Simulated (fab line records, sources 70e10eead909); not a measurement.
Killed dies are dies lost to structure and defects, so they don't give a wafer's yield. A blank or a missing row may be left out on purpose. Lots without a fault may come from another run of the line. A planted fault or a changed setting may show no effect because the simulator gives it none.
Chamber matching | flow nand_harc | NHARC_A_CHANNEL_FILL_D1_ALD_16 on ald_hk-04: 4 sister chambers
The step deposits SiO2, target thk 1.5 nm, pulse time 10 s, ald cycles 15. 4 wafers are shown with their chamber, then 8 later ones without.

WAFERS WITH THEIR CHAMBER
wafer  | chamber | heater_power_w (W)
L088.4 | 2       | 403
L091.2 | 0       | 422
L091.6 | 1       | 442
L093.1 | 3       | 505

WAFERS WITHOUT THEIR CHAMBER
wafer  | heater_power_w (W)
L093.2 | 433
L093.6 | 443
L096.2 | 454
L096.5 | 431
L096.6 | 420
L097.3 | 426
L097.4 | 486
L097.5 | 411

WHICH CHAMBER EACH WENT THROUGH
wafer  | from the rows above          | in truth
L093.2 | can't be placed: 1 or 0      | 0
L093.6 | 1                            | 1
L096.2 | 1                            | 1
L096.5 | can't be placed: 0 or 1 or 2 | 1
L096.6 | can't be placed: 0 or 2      | 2
L097.3 | can't be placed: 0 or 1 or 2 | 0
L097.4 | 3                            | 3
L097.5 | can't be placed: 2 or 0      | 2
Placed correctly: 3 of 8. Can't be placed from these rows: 5 (the true chamber is among the candidates in 5). Placed wrongly: 0.
How it was worked out, from the rows above alone: a wafer's distance from a chamber is the root of the sum, over the readings, of the square of ((its reading less the chamber's mean) divided by the reading's scatter). The wafer belongs to the nearest chamber; if the next one is less than 2 further off, it can't be placed. A chamber's mean is the mean of its shown wafers. The scatter: with one shown wafer a chamber, the root of the mean of the squares of how far each hidden wafer lies from its nearest shown one.
